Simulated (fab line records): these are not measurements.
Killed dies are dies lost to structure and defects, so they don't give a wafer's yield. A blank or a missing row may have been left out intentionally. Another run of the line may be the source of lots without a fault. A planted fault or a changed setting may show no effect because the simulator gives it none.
Matching of chambers || flow n5 finfet || cmp-04 running N5_BEOL_M12_CMP_49: 4 sister chambers
The step polishes, stops on SiOC, t overpolish 20.6 s, target thk 320 nm. 7 wafers are shown with their chamber, then 8 later ones without.

== WAFERS PAIRED WITH THEIR CHAMBERS ==
{"wafer": "L079.4", "chamber": 2, "motor current A (A)": 5.5, "overpolish run s (s)": 20.610}
{"wafer": "L086.2", "chamber": 2, "motor current A (A)": 5.6, "overpolish run s (s)": 20.604}
{"wafer": "L088.5", "chamber": 0, "motor current A (A)": 5.5, "overpolish run s (s)": 20.597}
{"wafer": "L094.1", "chamber": 1, "motor current A (A)": 6.2, "overpolish run s (s)": 20.598}
{"wafer": "L094.2", "chamber": 0, "motor current A (A)": 5.5, "overpolish run s (s)": 20.590}
{"wafer": "L094.4", "chamber": 3, "motor current A (A)": 6.4, "overpolish run s (s)": 20.589}
{"wafer": "L093.3", "chamber": 1, "motor current A (A)": 6.7, "overpolish run s (s)": 20.603}

== WAFERS WHOSE CHAMBER IS MISSING ==
{"wafer": "L093.4", "motor current A (A)": 5.5, "overpolish run s (s)": 20.615}
{"wafer": "L093.6", "motor current A (A)": 5.3, "overpolish run s (s)": 20.613}
{"wafer": "L096.1", "motor current A (A)": 5.7, "overpolish run s (s)": 20.597}
{"wafer": "L096.3", "motor current A (A)": 5.5, "overpolish run s (s)": 20.595}
{"wafer": "L096.5", "motor current A (A)": 5.4, "overpolish run s (s)": 20.594}
{"wafer": "L095.1", "motor current A (A)": 5.5, "overpolish run s (s)": 20.610}
{"wafer": "L095.3", "motor current A (A)": 6.6, "overpolish run s (s)": 20.608}
{"wafer": "L095.6", "motor current A (A)": 5.4, "overpolish run s (s)": 20.602}

== CHAMBER TAKEN BY EACH ==
{"wafer": "L093.4", "from the rows above": 2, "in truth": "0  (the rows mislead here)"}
{"wafer": "L093.6", "from the rows above": 2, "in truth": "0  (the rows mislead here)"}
{"wafer": "L096.1", "from the rows above": "can't be placed: 0 or 2", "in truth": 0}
{"wafer": "L096.3", "from the rows above": 0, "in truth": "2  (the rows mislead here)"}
{"wafer": "L096.5", "from the rows above": 0, "in truth": 0}
{"wafer": "L095.1", "from the rows above": 2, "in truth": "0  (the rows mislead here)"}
{"wafer": "L095.3", "from the rows above": 1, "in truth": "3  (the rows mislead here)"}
{"wafer": "L095.6", "from the rows above": "can't be placed: 2 or 0", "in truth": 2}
1 of 8 placed correctly. From these rows, 2 cannot be placed; in 2 the true chamber is one of the candidates. Number placed wrongly: 5.
How it was worked out, from the rows above alone: a wafer's distance from a chamber is the root of the sum, over the readings, of the square of ((its reading less the chamber's mean) divided by the reading's scatter). If the next closest chamber is less than 2 further off than the closest, the wafer can't be placed; otherwise it belongs to the closest. Each chamber's mean is taken over the wafers shown for it. The scatter: the root of (the sum of the squares of (reading less its chamber's mean) over the shown wafers, divided by (wafers less chambers)).
